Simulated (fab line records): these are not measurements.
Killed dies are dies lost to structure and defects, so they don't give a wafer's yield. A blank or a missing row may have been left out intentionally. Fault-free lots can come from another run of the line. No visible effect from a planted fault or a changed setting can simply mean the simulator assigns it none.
Chamber matching | flow n5Finfet | N5_HKMG_FIN_ALD_74 on aldHk-01 has 4 sister chambers
The step deposits La2O3, target thk 0.5 nm, pulse time 6 s, co reactant pulse time 1 s. 14 wafers are shown with their chamber, then 7 later ones without.

## WAFERS WITH THEIR CHAMBER
wafer  | chamber | heaterPowerW (W) | precursorPulseHeightRel
L080.1 | 0       | 369              | 1.003
L080.2 | 1       | 376              | 1.006
L080.3 | 3       | 361              | 0.993
L080.4 | 2       | 417              | 1.014
L080.5 | 1       | 366              | 0.987
L080.6 | 2       | 421              | 1.014
L084.1 | 1       | 372              | 0.956
L084.3 | 0       | 375              | 1.025
L084.5 | 2       | 415              | 0.942
L090.1 | 2       | 418              | 1.012
L090.2 | 3       | 346              | 1.010
L090.3 | 1       | 375              | 0.985
L091.2 | 0       | 374              | 1.026
L091.4 | 3       | 372              | 0.996

SIGNATURES, as means of the wafers listed above
reading                 | chamber 0 | chamber 1 | chamber 2 | chamber 3 | scatter within a chamber
heaterPowerW            | 372.67    | 372.25    | 417.75    | 359.67    | 6.64
precursorPulseHeightRel | 1.01800   | 0.98350   | 0.99550   | 0.99967   | 0.0237
Rule: for each reading, subtract the chamber's mean from the wafer's reading, divide by that reading's scatter and square the result; add these up over the readings and take the root, which gives the wafer's distance from the chamber. The wafer belongs to the nearest chamber; if the next one is less than 2 further off, it can't be placed. How the scatter is found: for the shown wafers, subtract from each reading the mean of its chamber, square and add these, divide the total by (wafers less chambers), then take the root.

## WAFERS WHOSE CHAMBER IS MISSING
wafer  | heaterPowerW (W) | precursorPulseHeightRel
L091.6 | 373              | 0.945
L093.2 | 421              | 1.010
L093.3 | 367              | 0.978
L093.4 | 367              | 1.010
L097.1 | 366              | 0.994
L097.4 | 420              | 0.984
L097.5 | 377              | 1.017

## WHICH CHAMBER EACH ONE RAN IN
wafer  | from the rows above          | in truth
L091.6 | can't be placed: 1 or 3 or 0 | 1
L093.2 | 2                            | 2
L093.3 | can't be placed: 1 or 3 or 0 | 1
L093.4 | can't be placed: 0 or 3 or 1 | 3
L097.1 | can't be placed: 3 or 1 or 0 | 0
L097.4 | 2                            | 2
L097.5 | can't be placed: 0 or 1      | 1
Correct placement for 2 of the 7. From these rows, 5 cannot be placed; in 5 the true chamber is one of the candidates. Number placed wrongly: 0.
